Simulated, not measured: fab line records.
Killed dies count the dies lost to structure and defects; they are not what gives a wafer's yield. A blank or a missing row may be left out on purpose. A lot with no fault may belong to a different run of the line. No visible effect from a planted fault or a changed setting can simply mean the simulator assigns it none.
Matching of chambers | flow nandHarc | 4 sister chambers for NHARC_A_STAIRCASE_DESCUM_270 on rieDiel-09
The step chemistry O2, time 3 s. 14 wafers are shown with their chamber, then 7 later ones without.

WAFERS WITH THEIR CHAMBER
wafer  | chamber | drypumpMotorCurrentA (A) | showerheadPlenumPTorr (Torr) | oesProductAu (a.u.)
L076.1 | 0       | 5.3                      | 1.92                         | 0.983
L076.5 | 3       | 6.6                      | 1.99                         | 0.994
L076.6 | 0       | 5.3                      | 1.92                         | 0.993
L077.1 | 3       | 6.6                      | 1.99                         | 1.002
L077.5 | 2       | 5.5                      | 1.94                         | 1.014
L077.6 | 3       | 6.6                      | 1.99                         | 1.014
L084.2 | 0       | 5.3                      | 1.91                         | 0.988
L084.3 | 1       | 5.5                      | 1.99                         | 0.982
L084.4 | 2       | 5.5                      | 1.94                         | 1.004
L085.1 | 2       | 5.5                      | 1.94                         | 1.002
L085.4 | 0       | 5.3                      | 1.91                         | 0.985
L085.5 | 2       | 5.5                      | 1.94                         | 0.995
L095.1 | 1       | 5.6                      | 1.98                         | 0.981
L095.3 | 3       | 6.6                      | 1.97                         | 1.024

SIGNATURES (averages over the wafers above)
reading               | chamber 0 | chamber 1 | chamber 2 | chamber 3 | scatter within a chamber
drypumpMotorCurrentA  | 5.300     | 5.550     | 5.500     | 6.600     | 0.0224
showerheadPlenumPTorr | 1.9150    | 1.9850    | 1.9400    | 1.9850    | 0.00671
oesProductAu          | 0.98725   | 0.98150   | 1.00375   | 1.00850   | 0.00875
Rule: a wafer's distance from a chamber is the root of the sum, over the readings, of the square of ((its reading less the chamber's mean) divided by the reading's scatter). The wafer belongs to the nearest chamber; if the next one is less than 2 further off, it can't be placed. The scatter: take each reading less its chamber's mean, square it, sum over the shown wafers, divide by the number of wafers less the number of chambers, and take the root.

WAFERS WITH NO CHAMBER GIVEN
wafer  | drypumpMotorCurrentA (A) | showerheadPlenumPTorr (Torr) | oesProductAu (a.u.)
L095.4 | 5.3                      | 1.90                         | 0.992
L094.1 | 5.3                      | 1.90                         | 1.004
L094.4 | 6.6                      | 1.97                         | 1.032
L094.5 | 5.5                      | 1.93                         | 1.009
L097.1 | 6.6                      | 1.97                         | 1.021
L097.5 | 6.6                      | 1.97                         | 1.024
L097.6 | 5.5                      | 1.93                         | 1.013

EACH ONE'S CHAMBER
wafer  | from the rows above | in truth
L095.4 | 0                   | 0
L094.1 | 0                   | 0
L094.4 | 3                   | 3
L094.5 | 2                   | 2
L097.1 | 3                   | 3
L097.5 | 3                   | 3
L097.6 | 2                   | 2
Correctly placed: 7 of 7. Can't be placed from these rows: 0. Number placed wrongly: 0.
